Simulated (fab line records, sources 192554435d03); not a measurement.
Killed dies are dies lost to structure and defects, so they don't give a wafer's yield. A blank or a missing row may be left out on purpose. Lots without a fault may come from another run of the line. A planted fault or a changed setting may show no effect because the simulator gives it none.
One fault seen from 2 desks | flow n5_finfet | each desk has only its own numbers; what lay behind them comes last

THE TOOL OWNER'S DESK: pecvd-02
The tool's own readings at N5_BEOL_M3_PECVD_72 (deposits SiO2 from TEOS/O2, target thk 16 nm, time 18 s): means of the sampled wafers that have a number, for each lot that ran on this tool. A lot is out of limits, marked OUT, if its mean lies more than 4 standard deviations from the usual mean; the brackets give that distance.
Columns: A = heater_power_w at N5_BEOL_M3_PECVD_72, usual 737 W; B = showerhead_plenum_p_Torr at N5_BEOL_M3_PECVD_72, usual 8.77 Torr; C = susceptor_temp_C at N5_BEOL_M3_PECVD_72, usual 399.97 C; D = throttle_valve_pct at N5_BEOL_M3_PECVD_72, usual 22.5 %
lot  | first seen here | A   | B    | C                | D
L444 | day 7 11:32     | 798 | 8.88 | 400.15           | 22.8
L449 | day 8 17:56     | 855 | 8.76 | 399.73           | 22.1
L451 | day 9 12:35     | 782 | 8.85 | 399.84           | 22.1
L452 | day 9 12:44     | 770 | 8.85 | 402.35 (+11) OUT | 22.2
This desk's finding: out of limits on L452; first on L452, day 9 12:44 (susceptor_temp_C at N5_BEOL_M3_PECVD_72). In limits: L444, L449, L451.

THE METROLOGY DESK
What the gauges read, lot by lot, whatever tool the lot ran on: means of the sampled wafers that have a number. A lot is out of limits, marked OUT, if its mean lies more than 4 standard deviations from the usual mean; the brackets give that distance. Of its 11 readings 7 are shown: those that lie furthest out on some lot.
Columns: A = DIBL_N at N5_BEOL_M4_RC_MEAS_101, usual 37.0 mV/V; B = DIBL_P at N5_BEOL_M4_RC_MEAS_101, usual 37.3 mV/V; C = IOFF_N at N5_BEOL_M4_RC_MEAS_101, usual 0.17 nA/um; D = IOFF_P at N5_BEOL_M4_RC_MEAS_101, usual 0.23 nA/um; E = ION_P at N5_BEOL_M4_RC_MEAS_101, usual 460 uA/um; F = SS_P at N5_BEOL_M4_RC_MEAS_101, usual 73.6 mV/dec; G = VT_P at N5_BEOL_M4_RC_MEAS_101, usual -250 mV
lot  | first seen here | A    | B    | C    | D    | E   | F    | G
L442 | day 7 00:04     | 40.4 | 40.4 | 0.25 | 0.31 | 471 | 74.9 | -247
L444 | day 7 11:31     | 36.8 | 37.1 | 0.17 | 0.23 | 460 | 73.8 | -251
L445 | day 7 20:15     | 38.3 | 39.3 | 0.20 | 0.22 | 456 | 74.0 | -251
L446 | day 7 22:43     | 36.6 | 37.9 | 0.16 | 0.24 | 469 | 73.4 | -248
L449 | day 8 17:54     | 38.3 | 39.6 | 0.20 | 0.21 | 457 | 74.4 | -255
L451 | day 9 12:31     | 38.5 | 38.7 | 0.21 | 0.30 | 470 | 73.7 | -244
L452 | day 9 12:41     | 34.5 | 32.9 | 0.12 | 0.19 | 465 | 72.6 | -249
L455 | day 10 13:14    | 35.7 | 36.9 | 0.19 | 0.26 | 462 | 73.9 | -247
L464 | day 13 02:00    | 37.8 | 38.9 | 0.19 | 0.27 | 468 | 73.9 | -247
L465 | day 13 02:36    | 35.8 | 37.2 | 0.14 | 0.16 | 448 | 73.4 | -257
This desk's finding: nothing out of limits on any of the 10 lots.

PUT TOGETHER
The tool owner's desk could have raised an alarm at day 9 12:44, on L452.
The metrology desk saw nothing out of limits.
The metrology desk has L452 on record, within its limits.
Of the lots named, all ran N5_BEOL_M3_PECVD_72 on pecvd-02.

WHAT THE SIMULATOR HAD PUT IN
Process parameter drift: pecvd-02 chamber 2, from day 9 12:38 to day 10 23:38, at N5_BEOL_M3_PECVD_72. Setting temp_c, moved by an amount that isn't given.
Lots struck among those shown: L452.
Hours from the fault's start to each desk's first reading out of limits: the tool owner's desk, 0.
